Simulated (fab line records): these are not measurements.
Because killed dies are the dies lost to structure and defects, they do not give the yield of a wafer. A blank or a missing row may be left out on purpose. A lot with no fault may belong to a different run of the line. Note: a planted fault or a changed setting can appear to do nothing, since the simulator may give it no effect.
What tool caused it? / flow nand_harc / 36 wafers from 12 lots sampled at 2 of the route's 1302 steps

WHAT THE GAUGES SHOWED, per wafer
NHARC_P_BONDPAD_CD_MEAS_09: target cd 500 nm.
lot=L076; measured=day 7 10:31; on=cd_sem-03; cd_nm (nm)=499.3 501.2 501.8
lot=L077; measured=day 7 23:11; on=cd_sem-02; cd_nm (nm)=500.9 501.7 499.1
lot=L079; measured=day 8 20:41; on=cd_sem-02; cd_nm (nm)=500.1 501.0 500.5
lot=L081; measured=day 9 12:27; on=cd_sem-02; cd_nm (nm)=502.4 498.6 501.9
lot=L083; measured=day 10 11:18; on=cd_sem-01; cd_nm (nm)=501.2 501.2 498.6
lot=L085; measured=day 11 03:41; on=cd_sem-03; cd_nm (nm)=500.1 503.0 503.7
lot=L087; measured=day 12 00:50; on=cd_sem-02; cd_nm (nm)=500.9 503.2 498.1
lot=L089; measured=day 12 19:29; on=cd_sem-01; cd_nm (nm)=501.1 499.0 499.8
lot=L090; measured=day 13 12:32; on=cd_sem-01; cd_nm (nm)=498.9 497.8 499.5
lot=L093; measured=day 14 10:54; on=cd_sem-03; cd_nm (nm)=498.8 498.4 497.3
lot=L095; measured=day 15 18:56; on=cd_sem-03; cd_nm (nm)=500.4 498.9 500.2
lot=L097; measured=day 16 05:04; on=cd_sem-01; cd_nm (nm)=501.3 501.3 500.6

EACH LOT AND THE TOOL THAT RAN IT (in order: tool; ch and the chambers of the sampled wafers; start)
lot=L076; NHARC_P_M1_PRE_CLEAN_30=pvd_sputter-02, day 7 10:31 or earlier
lot=L077; NHARC_P_M1_PRE_CLEAN_30=pvd_sputter-02, day 7 23:11 or earlier
lot=L079; NHARC_P_M1_PRE_CLEAN_30=pvd_sputter-03, day 8 20:41 or earlier
lot=L081; NHARC_P_M1_PRE_CLEAN_30=pvd_sputter-01, day 9 12:27 or earlier
lot=L083; NHARC_P_M1_PRE_CLEAN_30=pvd_sputter-02, day 10 11:18 or earlier
lot=L085; NHARC_P_M1_PRE_CLEAN_30=pvd_sputter-02, day 11 03:41 or earlier
lot=L087; NHARC_P_M1_PRE_CLEAN_30=pvd_sputter-02, day 12 00:50 or earlier
lot=L089; NHARC_P_M1_PRE_CLEAN_30=pvd_sputter-03, day 12 19:29 or earlier
lot=L090; NHARC_P_M1_PRE_CLEAN_30=pvd_sputter-03, day 13 12:32 or earlier
lot=L093; NHARC_P_M1_PRE_CLEAN_30=pvd_sputter-03, day 14 10:54 or earlier
lot=L095; NHARC_P_M1_PRE_CLEAN_30=pvd_sputter-01, day 15 18:56 or earlier
lot=L097; NHARC_P_M1_PRE_CLEAN_30=pvd_sputter-01, day 16 05:04 or earlier
- NHARC_P_M1_PRE_CLEAN_30: time 30 s.

THE ANSWER, worked out from the rows above alone
Rule: the usual values come from the lots themselves. The widest of any qualifying gaps counts: lots, ordered by their means at a reading, are off when they make up no more than a third of the lots, leave a main group of 4 or more, and stand apart from it by 3 or more times the standard deviation of that group's means. Not used: any main group whose means are identical at the precision the tables above print for the reading. A lot without any number at a reading at which 4 lots or more have one is off too. Where the step has rows for the other lots, those lots are counted as sound.
None of the lots is off at any reading shown; this tells nothing.

WHAT THE SIMULATOR HAD PUT IN
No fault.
